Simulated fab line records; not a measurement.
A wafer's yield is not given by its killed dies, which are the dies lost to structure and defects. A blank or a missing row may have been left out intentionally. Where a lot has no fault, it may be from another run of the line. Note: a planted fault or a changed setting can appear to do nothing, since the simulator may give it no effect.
Which tool was responsible?	flow n5_finfet	33 wafers sampled from 11 lots at 1 step of a route of 1938

## WHAT EACH GAUGE READ, for each wafer
N5_MIM_TOP_LITHO_INSPECT_12: inspects for defects (macro).
lot	measured	on	raw_defect_count
L285	day 12 17:52	defect_inspect-02	5 4 4
L286	day 13 12:50	defect_inspect-01	2 4 4
L292	day 14 06:08	defect_inspect-02	0 3 1
L290	day 15 00:01	defect_inspect-02	2 1 2
L293	day 15 08:34	defect_inspect-02	2 2 1
L291	day 15 10:08	defect_inspect-01	6 4 0
L297	day 16 04:53	defect_inspect-02	0 3 2
L299	day 16 12:16	defect_inspect-02	1 4 4
L298	day 16 15:03	defect_inspect-02	2 1 2
L305	day 17 12:32	defect_inspect-01	0 2 1
L306	day 18 22:37	defect_inspect-02	1 3 1

## TOOL THAT RAN EACH LOT (tool first, then ch and the chambers of the sampled wafers, then the start)
Record: no process step prior to these readings.

## WHAT THE TOOLS THEMSELVES READ (means of the sampled wafers that have a number; where no wafer has one, the mark that the record gives instead)
The record holds no such reading with a usual standard deviation.

## THE ANSWER, worked out from the rows above alone
Rule: the lots themselves supply what counts as usual. The widest of any qualifying gaps counts: lots, ordered by their means at a reading, are off when they make up no more than a third of the lots, leave a main group of 4 or more, and stand apart from it by 3 or more times the standard deviation of that group's means. Not used: any main group whose means are identical at the precision the tables above print for the reading. A lot without any number at a reading at which 4 lots or more have one is off too. All remaining lots with rows at the step are treated as sound. Order of review: gauges by route order, followed by the tools' own readings, for which a lot's mean as printed above is used. At the first step where some lot is off, the reading lying furthest off is the one used; lots without a number count as furthest.
No lot is off on any of the readings shown, so nothing can be concluded from this.

## WHAT THE SIMULATOR HAD INSERTED
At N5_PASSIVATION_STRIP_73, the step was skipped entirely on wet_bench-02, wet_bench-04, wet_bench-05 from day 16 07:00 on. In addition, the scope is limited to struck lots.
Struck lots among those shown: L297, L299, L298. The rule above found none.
